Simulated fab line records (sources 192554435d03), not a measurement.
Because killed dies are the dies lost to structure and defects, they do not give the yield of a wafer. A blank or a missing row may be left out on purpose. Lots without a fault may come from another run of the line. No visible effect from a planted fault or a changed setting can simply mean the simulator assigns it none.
8D (eight disciplines) problem report, filled in by code ; flow n5_finfet ; the parts of the form that need people (team, actions taken, sign-off) are left out

1. THE PROBLEM
Wafers without a fault read 75.7 s, standard deviation 0.89; etch_rf_on_time_s at N5_BEOL_M6_ETCH_61 reads a mean of 52.1 s on 3 wafers belonging to 2 lots. Measured from the usual mean, that is -27 standard deviations.
The step: etches SiARC in CF4, target depth 45.5 nm, time 75.8 s.
Seen first at day 11 12:00 on rie_diel-05, wafer L739.3. Wafers with a number at this step in the record: 33, from 11 lots. The rule behind "out" and "out of limits": a value lying over 4 standard deviations away from the usual mean. The rest of the wafers with a number are treated as sound.

2. WHAT IT IS, AND WHAT IT ISN'T
question;is;is not
which readings at this step;etch_rf_on_time_s;drypump_motor_current_A, rf_vpp_V, showerhead_plenum_p_Torr, throttle_valve_pct
which lots;L738, L739;L731, L732, L733, L735, L736, L737, L747, L749, L750
which wafers of those lots;L738.6, L739.3, L739.6;L738.1, L738.2, L739.5
read on which tools;rie_diel-05;rie_diel-04
when;from day 11 12:00;"up to then (19 sound wafers); but 11 sound wafers of L738, L747, L749, L750 came after"

3. SUSPECTS, AND WHAT RULES EACH OUT
Counting: a tool at a process step up to the reading stays a suspect if it ran every lot that is out. Sound lots after the first of them don't rule it out here, since some wafers of a struck lot are sound.
- rtp_anneal-02 at N5_BEOL_M5_ANNEAL_51 (time 90 s): kept. It ran every lot that is out, first L739 (day 11 09:23); its last sound lot up to then is L736 (day 10 13:38).
- rie_diel-05 at N5_BEOL_M6_ETCH_61 (etches SiARC in CF4, target depth 45.5 nm, time 75.8 s): kept. It ran every lot that is out, first L739 (day 11 12:00); its last sound lot up to then is L737 (day 10 20:41). Out on those wafers are its own readings of etch_rf_on_time_s.
The count leaves rie_diel-05 at N5_BEOL_M6_ETCH_61 and rtp_anneal-02 at N5_BEOL_M5_ANNEAL_51.

4. THE CAUSE (what the simulator had put in)
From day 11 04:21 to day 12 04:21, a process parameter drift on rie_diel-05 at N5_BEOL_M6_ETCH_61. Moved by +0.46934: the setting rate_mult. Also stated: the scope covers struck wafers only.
Counting leaves 2 suspects; this tool is one of them.

5. THE CHAIN OF EFFECTS, in route order
Each row: a reading where the mean over the struck wafers with a number is more than 3 standard deviations away from the usual. Only readings for which the record gives a usual standard deviation are gone through. hours: the time from each lot's start at the first step in this table that gives one to its start at this step, as a median over the lots. sigmas: the change in usual standard deviations.
hours;step;reading;usual;on struck wafers;change;sigmas
0;N5_BEOL_M6_ETCH_61;etch_rf_on_time_s;75.7 s;52.1;-23.6;-27
The process steps in it:
- N5_BEOL_M6_ETCH_61: etches SiARC in CF4, target depth 45.5 nm, time 75.8 s.
At these later measuring or inspecting steps, every struck wafer for which the step has a row has a number for every such reading, and none has moved that far: N5_BEOL_M6_CD_MEAS_18.

6. WHAT WOULD HAVE CAUGHT IT SOONER
8 hours passed between the start of the fault at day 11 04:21 and the first reading out of limits in this record, taken at day 11 12:00.
